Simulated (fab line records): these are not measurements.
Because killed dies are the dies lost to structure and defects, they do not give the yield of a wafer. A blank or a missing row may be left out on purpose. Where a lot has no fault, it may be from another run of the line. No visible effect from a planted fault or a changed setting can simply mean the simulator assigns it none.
Chamber matching :: flow n5 finfet :: 4 sister chambers for N5_GATE_CUT_CMP_02 on cmp-04
The step polishes, stops on SiO2, t overpolish 12.7 s, target thk 0 nm. 4 wafers are shown with their chamber, then 7 later ones without.

WAFERS WITH THEIR CHAMBER
wafer: L082.5
chamber: 1
motor current A (A): 9.5

wafer: L082.3
chamber: 3
motor current A (A): 8.9

wafer: L087.1
chamber: 0
motor current A (A): 8.8

wafer: L087.3
chamber: 2
motor current A (A): 9.1

WAFERS WITHOUT THEIR CHAMBER
wafer: L087.5
motor current A (A): 9.1

wafer: L092.2
motor current A (A): 9.2

wafer: L092.3
motor current A (A): 9.0

wafer: L092.5
motor current A (A): 8.8

wafer: L095.3
motor current A (A): 8.4

wafer: L095.4
motor current A (A): 8.9

wafer: L095.5
motor current A (A): 8.3

EACH ONE'S CHAMBER
wafer: L087.5
from the rows above: can't be placed: 2 or 3 or 0 or 1
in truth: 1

wafer: L092.2
from the rows above: can't be placed: 2 or 3 or 1 or 0
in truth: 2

wafer: L092.3
from the rows above: can't be placed: 2 or 3 or 0 or 1
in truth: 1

wafer: L092.5
from the rows above: can't be placed: 0 or 3 or 2
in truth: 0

wafer: L095.3
from the rows above: can't be placed: 0 or 3 or 2
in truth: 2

wafer: L095.4
from the rows above: can't be placed: 3 or 0 or 2
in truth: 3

wafer: L095.5
from the rows above: can't be placed: 0 or 3 or 2
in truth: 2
0 of 7 placed correctly. These rows do not allow placing 7 (true chamber among the candidates in 7). 0 placed wrongly.
How it was worked out, from the rows above alone: a wafer's distance from a chamber is the root of the sum, over the readings, of the square of ((its reading less the chamber's mean) divided by the reading's scatter). If the next closest chamber is less than 2 further off than the closest, the wafer can't be placed; otherwise it belongs to the closest. Each chamber's mean is taken over the wafers shown for it. The scatter: root of mean squared gap, hidden wafer to nearest shown wafer, with one shown wafer a chamber.
